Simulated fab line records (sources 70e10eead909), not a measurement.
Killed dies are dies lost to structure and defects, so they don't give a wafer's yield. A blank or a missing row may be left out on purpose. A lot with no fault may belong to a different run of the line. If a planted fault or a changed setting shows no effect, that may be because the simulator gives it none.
Comparing a struck lot with a sound one    flow nandHarc    37 steps out of a route of 1302
Sound: the wafers L461.2, L461.4, L461.6. The struck wafers were L470.2, L470.4, L470.5. The cause comes at the end.
Order at every step that has rows: each side's tool, ch and its chambers, its first start. Under that, the readings that differ: sound wafers    struck wafers    difference of the means    sigmas: that difference in standard deviations of wafers without a fault.
alike: readings with means less than 2 such deviations apart, plus words and numbers identical on both sides. not compared: withheld readings, readings lacking a value on some wafer, bounds such as >300 that could conceal the same value, and numbers that have no deviation in the record and whose values overlap.
The two part at a step that has a row with sigmas, a row that says differs or no value, or rows on one side only. Numbers that don't overlap but have no deviation are shown without sigmas and don't part them. Lack of a reading on every wafer of one side parts them only where that side has two or more wafers.

first, 2 steps without rows for these wafers: NHARC_A_WL_FILL_CVD_03 (deposits W, target thk 40 nm, time 279 s); NHARC_A_WL_FILL_ETCHBACK_04 (etches the open film in NF3, target depth 60 nm, time 120 s).
NHARC_A_WL_FILL_ETCHBACK_05: etches the open film in Cl2/BCl3, target depth 22 nm, time 60 s.
  sound on rieMetal-02 ch 1, day 21 20:31; struck on rieMetal-01 ch 0,1, day 25 09:40
reading                   sound        struck       difference  sigmas
drypumpMotorCurrentA (A)  5.6 5.6 5.6  6.6 6.1 6.6  +0.8        +3
  alike: heBacksideLeakSccm, oesProductAu
  not compared: rfHoursCounterH
then, 7 steps without rows for these wafers: NHARC_A_WL_FILL_STRIP_27 (strips in N2/H2, time 20 s); NHARC_A_WL_FILL_STRIP_28 (strips in post etch residue remover, time 1200 s); NHARC_A_WL_FILL_PRECLEAN_06 (cleans in DIW, time 300 s); NHARC_A_WL_FILL_SRD_07; NHARC_A_WL_FILL_ANNEAL_08 (time 1800 s); NHARC_A_WL_FILL_ALD_10 (deposits SiO2, target thk 50 nm, pulse time 10 s, ald cycles 500); NHARC_A_WL_FILL_ETCHBACK_16 (etches the open film in C4F8/O2/Ar, target depth 120 nm, time 24 s).
NHARC_A_WL_FILL_STRIP_29: strips in O2, time 20 s.
  sound on rieDiel-03 ch 0,1,2, day 22 06:14; struck on rieDiel-02 ch 0,1,3, day 25 19:55
  alike: drypumpMotorCurrentA, o2FlowSccm, oesProductAu, rfVppV, showerheadPlenumPTorr, throttleValvePct
  not compared: rfHoursCounterH
NHARC_A_WL_FILL_ETCHBACK_17: etches the open film in Cl2/BCl3, target depth 4 nm, time 26.7 s.
  sound on rieMetal-01 ch 0,1, day 22 06:19; struck on rieMetal-01 ch 0,1, day 25 20:01
  alike: drypumpMotorCurrentA, heBacksideLeakSccm, oesProductAu
  not compared: rfHoursCounterH
then, 3 steps without rows for these wafers: NHARC_A_WL_FILL_PRECLEAN_18 (cleans in dHF, time 30 s); NHARC_A_WL_FILL_SRD_21; NHARC_A_WL_FILL_CVD_23 (deposits poly-Si, target thk 40 nm, time 800 s).
NHARC_A_WL_FILL_ETCHBACK_26: etches the open film in HBr, target depth 52 nm, time 13.3 s.
  sound on rieSi-06 ch 0,1,3, day 22 11:29; struck on rieSi-06 ch 2,3, day 26 01:13
  alike: biasW, drypumpMotorCurrentA, heBacksideLeakSccm, oesProductAu, throttleValvePct
  not compared: rfHoursCounterH
then, 3 steps without rows for these wafers: NHARC_A_WL_FILL_PRECLEAN_30 (cleans in dHF, time 10 s); NHARC_A_WL_FILL_SRD_14; NHARC_A_WL_FILL_ALD_19 (deposits TiN, target thk 2 nm, pulse time 3 s, ald cycles 100).
NHARC_A_WL_FILL_CVD_20: deposits W, target thk 100 nm, time 74 s.
  sound on cvdW-01 ch 0,1; struck on cvdW-01 ch 0,1
  alike: chamberPressureTorr, heaterPowerW, throttleValvePct
then, 3 steps without rows for these wafers: NHARC_A_WL_FILL_CMP_12 (polishes, t overpolish 30 s, target thk 100 nm); NHARC_A_WL_FILL_SRD_31; NHARC_A_CONTACT_DEP_24 (deposits SiO2, target thk 500 nm).
NHARC_A_CONTACT_DEP_28: deposits aC, target thk 7000 nm.
  sound on aclDep-03 ch 0, day 22 14:16; struck on aclDep-03 ch 0, day 26 03:43
  alike: throttleValvePct
then, 11 steps without rows for these wafers: NHARC_A_CONTACT_DEP_29 (deposits SiON, target thk 100 nm); NHARC_A_CONTACT_DEHYDRATE_32 (time 120 s); NHARC_A_CONTACT_HMDS_33 (time 30 s); NHARC_A_CONTACT_COAT_34 (time 75 s); NHARC_A_CONTACT_COAT_35 (time 65 s); NHARC_A_CONTACT_COAT_36 (resist thk 90 nm); NHARC_A_CONTACT_SOFTBAKE_37 (time 55 s); NHARC_A_CONTACT_EBR_38; NHARC_A_CONTACT_EXPOSE_39 (exposes mask A CC 3); NHARC_A_CONTACT_PEB_40 (peb time 65 s); NHARC_A_CONTACT_DEVELOP_41 (develop time 35 s).
NHARC_A_CONTACT_CD_MEAS_42: target cd 300 nm.
  sound on cdSem-03 ch 0, day 22 18:31; struck on cdSem-02 ch 0, day 26 07:52
  alike: cdNm
-- record jumps: 3 days between struck wafers' starts before vs after; left off in module A_CONTACT, resumes in module END, first step shown is number 1302 of the route --
NHARC_END_SORT_01:
  sound on prober-02 ch 0, day 26 04:20; struck on prober-02 ch 0, day 29 11:10
reading        sound     struck       difference  sigmas
killedAtArray  74 66 81  111 124 131  +48         +3
killedDies     78 72 84  118 129 139  +51         +3
  alike: killedAtOther, killedAtPeriphery, killedOpen, killedShort

== WHERE THEY PART ==
At NHARC_A_WL_FILL_ETCHBACK_05 first; at NHARC_END_SORT_01 last (within this record only).

WHY: the cause the simulator had injected
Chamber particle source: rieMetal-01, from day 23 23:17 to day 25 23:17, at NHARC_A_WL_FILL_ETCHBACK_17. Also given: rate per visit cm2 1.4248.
